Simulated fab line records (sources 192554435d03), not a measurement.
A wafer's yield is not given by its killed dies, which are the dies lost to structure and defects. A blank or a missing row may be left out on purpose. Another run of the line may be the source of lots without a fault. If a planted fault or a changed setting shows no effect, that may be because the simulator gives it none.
Split-lot study -- flow n5 finfet -- 7 lots, 39 wafers read, on a route of 1938 steps

== SPLIT DETAILS ==
At N5_BEOL_M4_TRENCH_ETCH_37 (etches SiOC in C4F6/O2, target depth 55.555 nm, time 29.2 s), the setting time s was moved away from the recipe's 29.2 s on 12 of the 39 wafers read, by -51.7% to +59.5%. This setting was run at the recipe's value on the other wafers.

== FROM THE SPLIT TO THE READING: what the file shows between them, 8 steps ==
- N5_BEOL_M4_ETCH_41: etches SiCN in CH3F/O2, target depth 29.9 nm, time 52.5 s
- N5_BEOL_M4_STRIP_97: strips in N2/H2, time 10 s
- N5_BEOL_M4_OCD_MEAS_38
- N5_BEOL_M4_HM_STRIP_39: strips TiN in peroxide tin strip, target depth 25 nm, time 158 s
- N5_BEOL_M4_SRD_40: time 30 s
- N5_BEOL_M4_ECD_50: material Cu, target thk 300 nm
- N5_BEOL_M4_ANNEAL_51: time 90 s
- N5_BEOL_M4_CMP_52: polishes, stops on SiOC, t overpolish 6.8 s, target thk 40 nm

== THE READING ==
M4_THK, in nm, at N5_BEOL_M4_THK_MEAS_53 (measures by xrf). Typical for fault-free wafers on this fab line: 40.2 nm, with standard deviation 1.6 nm.

wafer,"tool, chamber at the split","time s as run, s",against the recipe,"M4_THK, nm",against lot-mates on the recipe
L075.1,"rie diel-01, 1",46.56,+59.5%,74.5,+35.9
L075.2,"rie diel-01, 2",29.2,recipe,37.5,-
L075.3,"rie diel-01, 0",46.56,+59.5%,71.6,+33.0
L075.4,"rie diel-01, 3",29.2,recipe,39.2,-
L075.5,"rie diel-01, 1",46.56,+59.5%,73.2,+34.6
L075.6,"rie diel-01, 0",29.2,recipe,39.2,-
L076.1,"rie diel-01, 1",29.2,recipe,40.3,-
L076.2,"rie diel-01, 3",29.2,recipe,40.7,-
L076.3,"rie diel-01, 2",29.2,recipe,38.9,-
L076.4,"rie diel-01, 0",29.2,recipe,40.3,-
L076.5,"rie diel-01, 1",29.2,recipe,41.8,-
L076.6,"rie diel-01, 2",29.2,recipe,39.5,-
L080.1,"rie diel-01, 2",29.2,recipe,38.7,-
L080.2,"rie diel-01, 1",29.2,recipe,40.7,-
L080.3,"rie diel-01, 3",29.2,recipe,40.6,-
L080.4,"rie diel-01, 0",29.2,recipe,38.7,-
L080.5,"rie diel-01, 0",29.2,recipe,39.1,-
L080.6,"rie diel-01, 1",29.2,recipe,41.9,-
L078.1,"rie diel-03, 0",29.2,recipe,40.2,-
L078.2,"rie diel-03, 1",29.2,recipe,39.4,-
L078.3,"rie diel-03, 3",29.2,recipe,39.6,-
L078.4,"rie diel-03, 0",37.98,+30.1%,57.7,+18.0
L078.5,"rie diel-03, 3",37.98,+30.1%,56.4,+16.7
L078.6,"rie diel-03, 1",37.98,+30.1%,57.3,+17.6
L084.1,"rie diel-05, 2",29.2,recipe,40.0,-
L084.2,"rie diel-05, 1",43.45,+48.8%,68.0,+27.0
L084.3,"rie diel-05, 0",29.2,recipe,41.3,-
L084.4,"rie diel-05, 2",43.45,+48.8%,67.4,+26.4
L084.5,"rie diel-05, 0",43.45,+48.8%,66.1,+25.1
L084.6,"rie diel-05, 1",29.2,recipe,41.8,-
L092.1,"rie diel-05, 1",14.11,-51.7%,10.9,-28.9
L092.2,"rie diel-05, 2",29.2,recipe,38.7,-
L092.3,"rie diel-05, 3",14.11,-51.7%,11.7,-28.1
L092.4,"rie diel-05, 0",29.2,recipe,40.0,-
L092.5,"rie diel-05, 0",29.2,recipe,40.6,-
L092.6,"rie diel-05, 3",14.11,-51.7%,9.7,-30.1
L094.1,"rie diel-03, 2",29.2,recipe,40.9,-
L094.3,"rie diel-03, 0",29.2,recipe,41.7,-
L094.5,"rie diel-03, 1",29.2,recipe,41.8,-

FIT RESULTS
A straight line over all 39 wafers: M4_THK changes by +0.56 nm for each +1% of time s; r = +1.00; the points scatter about the line by 1.1 nm.
The same after taking each lot's own level away (the mean of its wafers on the recipe; 39 wafers): +0.563 nm for each +1%; r = +1.00; scatter 1 nm.
The reading moves by 33 nm for the largest change in time s, on that fit.
From 38.63 to 41.47 nm: that is the span of the lots' own levels, equal to 1.8 times the standard deviation above.
Hence the lot-to-lot level has little effect on the slope; both slopes agree.
Check: +33.1 nm against its lot-mates is what the line predicts for one of the wafers moved furthest among these (+59.5%) when that wafer is left out of the fit. It came out at +35.9 nm against them.

== THE WHOLE CHAIN: every reading that the file lists as answering this split, in the file's order ==
step,what it does,reading,change (the file's fit),r (the file's)
N5_BEOL_M4_TRENCH_ETCH_37,"etches SiOC in C4F6/O2, target depth 55.555 nm, time 29.2 s","BEOL_M4.feature depth nm (the simulator's own value, which no gauge read)",+0.558 nm for each +1% of the setting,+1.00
N5_BEOL_M4_TRENCH_ETCH_37,"etches SiOC in C4F6/O2, target depth 55.555 nm, time 29.2 s","etch.depth nm (the simulator's own value, which no gauge read)",+0.558 nm for each +1% of the setting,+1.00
N5_BEOL_M4_TRENCH_ETCH_37,"etches SiOC in C4F6/O2, target depth 55.555 nm, time 29.2 s","TiN_of_BEOL_M4_HM_DEP_02.thk nm (the simulator's own value, which no gauge read)",-0.0237 nm for each +1% of the setting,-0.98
N5_BEOL_M4_OCD_MEAS_38,,trench depth nm,+0.558 nm for each +1% of the setting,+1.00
N5_BEOL_M4_CMP_52,"polishes, stops on SiOC, t overpolish 6.8 s, target thk 40 nm","Cu_of_BEOL_M4_ECD_50.thk nm (the simulator's own value, which no gauge read)",+0.553 nm for each +1% of the setting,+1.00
N5_BEOL_M4_THK_MEAS_53,measures by xrf,M4_THK,+0.563 for each +1% of the setting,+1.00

== THE FILE'S OWN FIT ==
M4_THK changes by +0.563 nm for each +1% of time s, r = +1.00.
